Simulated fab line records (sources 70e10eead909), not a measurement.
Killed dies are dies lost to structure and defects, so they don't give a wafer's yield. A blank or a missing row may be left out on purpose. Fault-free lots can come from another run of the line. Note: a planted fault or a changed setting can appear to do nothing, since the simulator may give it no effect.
Code-filled problem report in 8D (eight disciplines) form    flow nand_harc    the parts of the form that need people (team, actions taken, sign-off) are left out

== 1. THE ISSUE ==
Mean of killed_at_other at NHARC_END_SORT_01: 634.7 across 3 wafers in 2 lots; on wafers with no fault it is 0.7 (standard deviation 1.2). So: +99 or more standard deviations from the usual mean.
The first sign was on wafer L922.5 at day 22 06:28, on prober-02. Wafers with a number at this step in the record: 15, from 5 lots. By rule, "out" or "out of limits" means more than 4 standard deviations away from the usual mean. The rest of the wafers with a number are treated as sound.

== 2. WHAT IT IS, WHAT IT ISN'T ==
question                     is                                                                                                                   is not
which readings at this step  killed_at_other, defect_limited_yield, killed_dies, sort_bin_3_pct, sort_n_pass, sort_rim_yield_pct, sort_yield_pct  killed_at_periphery, killed_open, killed_short, sort_bin_4_pct
which lots                   L922, L924                                                                                                           L912, L913, L930
which wafers of those lots   L922.5, L924.1, L924.6                                                                                               L922.3, L922.6, L924.2
read on which gauges         prober-01, prober-02                                                                                                 -
when                         from day 22 06:28                                                                                                    up to then (7 sound wafers); but 5 sound wafers of L922, L924, L930 came after

== 3. THE SUSPECTS, EACH WITH WHAT RULES IT OUT ==
Counting: a tool at a process step up to the reading stays a suspect if it ran every lot that is out. Sound lots after the first of them don't rule it out here, since some wafers of a struck lot are sound.
- the gauge at NHARC_END_SORT_01 has been ruled out. 2 gauges (prober-01, prober-02) read the wafers that are out.
- pvd_sputter-01 at NHARC_THIN_TSV_PRE_CLEAN_50 (time 30 s): kept. Every lot that is out went through it, the first being L922 (day 21 17:17); the last sound lot it ran before that was L912 (day 20 07:00). NHARC_THIN_TSV_PRE_CLEAN_50 gives no start for some lots, so the hours and the order of its lots are those of NHARC_THIN_TSV_PRE_CLEAN_54.
- pvd_sputter-01 at NHARC_THIN_TSV_PRE_CLEAN_54 (time 30 s): kept. It ran every lot that is out, first L922 (day 21 17:17).
- rie_metal-03 at NHARC_THIN_TSV_ETCH_59 (etches the open film in Cl2/BCl3, target depth 880 nm, time 138.1 s): kept. Every lot that is out went through it, the first being L922 (day 21 18:42); the last sound lot it ran before that was L912 (day 20 08:25). Out on those wafers are its own readings of run_length_s.
- Within rie_metal-03 at NHARC_THIN_TSV_ETCH_59: the wafers that are out ran in chamber 0; their sound lot-mates ran in chamber 1.
After the count, these remain: pvd_sputter-01 at NHARC_THIN_TSV_PRE_CLEAN_50, pvd_sputter-01 at NHARC_THIN_TSV_PRE_CLEAN_54 and rie_metal-03 at NHARC_THIN_TSV_ETCH_59.

== 4. THE CAUSE (what the simulator had put in) ==
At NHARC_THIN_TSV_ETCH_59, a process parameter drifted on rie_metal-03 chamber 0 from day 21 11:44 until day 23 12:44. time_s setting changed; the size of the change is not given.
Of the 3 suspects that counting leaves, this tool is one.

== 5. THE CHAIN OF EFFECTS, in route order ==
Each row: a reading whose mean over the struck wafers that have a number lies more than 3 standard deviations from the usual. Only readings whose record carries a usual standard deviation are examined. hours: median over the lots of the time between each lot's start at the first step of this table that gives one and its start at this step. sigmas: the change, counted in usual standard deviations.
hours  step                    reading               usual    on struck wafers  change  sigmas
0      NHARC_THIN_TSV_ETCH_59  run_length_s          159.4 s  96.6              -62.8   -99 or more
11     NHARC_END_SORT_01       defect_limited_yield  95.3 %   0.0               -95.3   -73
11     NHARC_END_SORT_01       killed_at_other       0.7      634.7             +634.0  +99 or more
11     NHARC_END_SORT_01       killed_dies           32       677               +645    +74
11     NHARC_END_SORT_01       sort_bin_3_pct        0.28 %   93.85             +93.57  +99 or more
11     NHARC_END_SORT_01       sort_n_pass           645      0                 -645    -74
11     NHARC_END_SORT_01       sort_rim_yield_pct    97.8 %   0.0               -97.8   -70
11     NHARC_END_SORT_01       sort_yield_pct        95.3 %   0.0               -95.3   -73
Process steps it contains:
- NHARC_THIN_TSV_ETCH_59: etches the open film in Cl2/BCl3, target depth 880 nm, time 138.1 s.

== 6. HOW IT WOULD HAVE BEEN CAUGHT EARLIER ==
Counted from the fault's start at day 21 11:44, it took 19 hours until the first out-of-limits reading at a measuring or inspecting step in this record, taken at day 22 06:28.
At NHARC_THIN_TSV_ETCH_59, the tool's own readings (run_length_s) were out on each struck wafer the step has a row for, so an alarm limit on them would have fired on the first such wafer.
L924, from the lots that are out (2), started NHARC_THIN_TSV_ETCH_59 on rie_metal-03 later than day 22 06:28. A tool hold placed at that time would have kept it from harm.
